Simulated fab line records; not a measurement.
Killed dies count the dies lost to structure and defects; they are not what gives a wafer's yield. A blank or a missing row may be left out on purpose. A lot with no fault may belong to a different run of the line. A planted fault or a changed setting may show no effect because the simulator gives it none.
Lot-split experiment + flow n5-finfet + 7 lots, 21 wafers read, on a route of 1938 steps

== THE SPLIT ITSELF ==
At N5_BEOL_M13_ETCH_67 (etches SiARC in CF4, target depth 143 nm, time 238.3 s), the setting bias-w was moved away from the recipe's 36 W on 8 of the 21 wafers read, by -14.7% to +12.2%. For the rest of the wafers, this setting stayed at what the recipe calls for.

The split's own step is where the reading is taken.

== THE READING ==
rf-vpp-V, in V, at N5_BEOL_M13_ETCH_67 (etches SiARC in CF4, target depth 143 nm, time 238.3 s). A value of 184.2 V with a standard deviation of 1.1 V is what fault-free wafers of this fab line usually give.

| wafer  | tool, chamber at the split | bias-w as run, W | against the recipe | rf-vpp-V, V | against lot-mates on the recipe |
|--------|----------------------------|------------------|--------------------|-------------|---------------------------------|
| L075.1 | rie-diel-03, 3             | 36               | recipe             | 185.1       | -                               |
| L075.2 | rie-diel-03, 2             | 39.17            | +8.8%              | 194.6       | +10.5                           |
| L075.4 | rie-diel-03, 0             | 36               | recipe             | 183.0       | -                               |
| L080.3 | rie-diel-05, 3             | 36               | recipe             | 185.1       | -                               |
| L080.5 | rie-diel-05, 1             | 39.17            | +8.8%              | 193.6       | +8.5                            |
| L080.6 | rie-diel-05, 0             | 39.17            | +8.8%              | 195.2       | +10.1                           |
| L082.1 | rie-diel-03, 0             | 39.97            | +11.0%             | 196.0       | +11.1                           |
| L082.3 | rie-diel-03, 2             | 39.97            | +11.0%             | 197.6       | +12.7                           |
| L082.4 | rie-diel-03, 1             | 36               | recipe             | 184.9       | -                               |
| L084.2 | rie-diel-05, 1             | 40.4             | +12.2%             | 197.8       | +13.6                           |
| L084.3 | rie-diel-05, 2             | 36               | recipe             | 184.2       | -                               |
| L084.4 | rie-diel-05, 0             | 40.4             | +12.2%             | 198.7       | +14.5                           |
| L091.1 | rie-diel-05, 3             | 36               | recipe             | 183.3       | -                               |
| L091.3 | rie-diel-05, 1             | 36               | recipe             | 182.7       | -                               |
| L091.6 | rie-diel-05, 2             | 36               | recipe             | 182.5       | -                               |
| L092.1 | rie-diel-04, 1             | 36               | recipe             | 183.3       | -                               |
| L092.5 | rie-diel-04, 3             | 36               | recipe             | 184.9       | -                               |
| L092.6 | rie-diel-04, 2             | 30.69            | -14.7%             | 168.6       | -15.5                           |
| L095.3 | rie-diel-03, 0             | 36               | recipe             | 184.0       | -                               |
| L095.4 | rie-diel-03, 2             | 36               | recipe             | 186.4       | -                               |
| L095.6 | rie-diel-03, 1             | 36               | recipe             | 185.0       | -                               |

THE FIT
A straight line over all 21 wafers: rf-vpp-V changes by +1.12 V for each +1% of bias-w; r = +0.99; the points scatter about the line by 1 V.
The same after taking each lot's own level away (the mean of its wafers on the recipe; 21 wafers): +1.09 V for each +1%; r = +0.99; scatter 0.79 V.
On that fit, the largest move of bias-w shifts the reading by 16 V.
The lots' own levels span 182.83 to 185.13 V, that is 2.1 times the standard deviation above.
Consequently the slope shifts little with the lot-to-lot level, the two slopes agreeing.
Check: -16.5 V against its lot-mates is what the line predicts for one of the wafers moved furthest among these (-14.7%) when that wafer is left out of the fit. It came out at -15.5 V against them.
Tool readings at the split's step, against how far the setting was moved: rf-vpp-V r = +0.99.

== ADDITIONAL SPLITS CARRIED BY THESE WAFERS ==
Other splits were also applied to these wafers ahead of the reading. Each is held against what the fit with the lots' levels taken away leaves over:
| other split on the same wafers        | wafers away from the commonest value | r with rf-vpp-V (lot level and that fit taken away) |
|---------------------------------------|--------------------------------------|-----------------------------------------------------|
| N5_BEOL_M10_ILD_DEP_00 time-s         | 7                                    | +0.08                                               |
| N5_BEOL_M10_EXPOSE_08 dose-mj         | 11                                   | +0.16                                               |
| N5_BEOL_M10_DEVELOP_10 develop-time-s | 6                                    | -0.08                                               |
| N5_BEOL_M12_COAT_04 spin-rpm          | 8                                    | -0.03                                               |

== THE FILE'S OWN FIT ==
rf-vpp-V changes by +1.1 V for each +1% of bias-w, r = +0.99.
